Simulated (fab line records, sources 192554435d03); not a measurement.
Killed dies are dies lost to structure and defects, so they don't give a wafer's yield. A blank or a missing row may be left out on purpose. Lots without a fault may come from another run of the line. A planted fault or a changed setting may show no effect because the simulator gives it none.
Chamber matching | flow n5_finfet | N5_BEOL_M15_DEP_53 on pecvd-02: 3 sister chambers
The step deposits SiCN from 3MS/NH3, target thk 50 nm, time 17.8 s. 18 wafers are shown with their chamber, then 9 later ones without.

WAFERS WITH THEIR CHAMBER
wafer  | chamber | showerhead_plenum_p_Torr (Torr) | showerhead_vpp_V (V) | rf_fwd_power_W (W)
L075.2 | 1       | 4.180                           | 1677                 | 665
L075.3 | 2       | 4.144                           | 1605                 | 668
L075.4 | 2       | 4.139                           | 1605                 | 665
L090.3 | 0       | 4.156                           | 1594                 | 670
L090.4 | 2       | 4.133                           | 1594                 | 668
L090.6 | 0       | 4.159                           | 1579                 | 667
L085.2 | 0       | 4.160                           | 1588                 | 670
L085.3 | 2       | 4.141                           | 1587                 | 669
L085.4 | 1       | 4.167                           | 1639                 | 668
L089.1 | 2       | 4.129                           | 1569                 | 668
L089.2 | 0       | 4.151                           | 1572                 | 672
L089.4 | 2       | 4.141                           | 1622                 | 668
L087.1 | 1       | 4.171                           | 1672                 | 666
L087.2 | 2       | 4.136                           | 1599                 | 665
L087.6 | 0       | 4.154                           | 1581                 | 668
L088.2 | 0       | 4.159                           | 1589                 | 670
L088.5 | 2       | 4.139                           | 1626                 | 670
L088.6 | 1       | 4.167                           | 1645                 | 667

SIGNATURES (means of the wafers above)
reading                  | chamber 0 | chamber 1 | chamber 2 | scatter within a chamber
showerhead_plenum_p_Torr | 4.15650   | 4.17125   | 4.13775   | 0.00476
showerhead_vpp_V         | 1583.83   | 1658.25   | 1600.88   | 15.9
rf_fwd_power_W           | 669.50    | 666.50    | 667.62    | 1.68
Rule: a wafer's distance from a chamber is the root of the sum, over the readings, of the square of ((its reading less the chamber's mean) divided by the reading's scatter). The wafer belongs to the nearest chamber; if the next one is less than 2 further off, it can't be placed. The scatter: the root of (the sum of the squares of (reading less its chamber's mean) over the shown wafers, divided by (wafers less chambers)).

WAFERS WITHOUT THEIR CHAMBER
wafer  | showerhead_plenum_p_Torr (Torr) | showerhead_vpp_V (V) | rf_fwd_power_W (W)
L091.3 | 4.169                           | 1645                 | 666
L091.4 | 4.128                           | 1596                 | 666
L091.5 | 4.164                           | 1636                 | 664
L095.1 | 4.172                           | 1589                 | 668
L095.2 | 4.166                           | 1644                 | 662
L095.6 | 4.167                           | 1538                 | 668
L097.4 | 4.172                           | 1657                 | 667
L097.5 | 4.131                           | 1601                 | 668
L097.6 | 4.148                           | 1570                 | 668

WHICH CHAMBER EACH WENT THROUGH
wafer  | from the rows above     | in truth
L091.3 | 1                       | 1
L091.4 | 2                       | 2
L091.5 | 1                       | 1
L095.1 | can't be placed: 0 or 1 | 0
L095.2 | 1                       | 1
L095.6 | 0                       | 0
L097.4 | 1                       | 1
L097.5 | 2                       | 2
L097.6 | can't be placed: 0 or 2 | 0
Placed correctly: 7 of 9. Can't be placed from these rows: 2 (the true chamber is among the candidates in 2). Placed wrongly: 0.
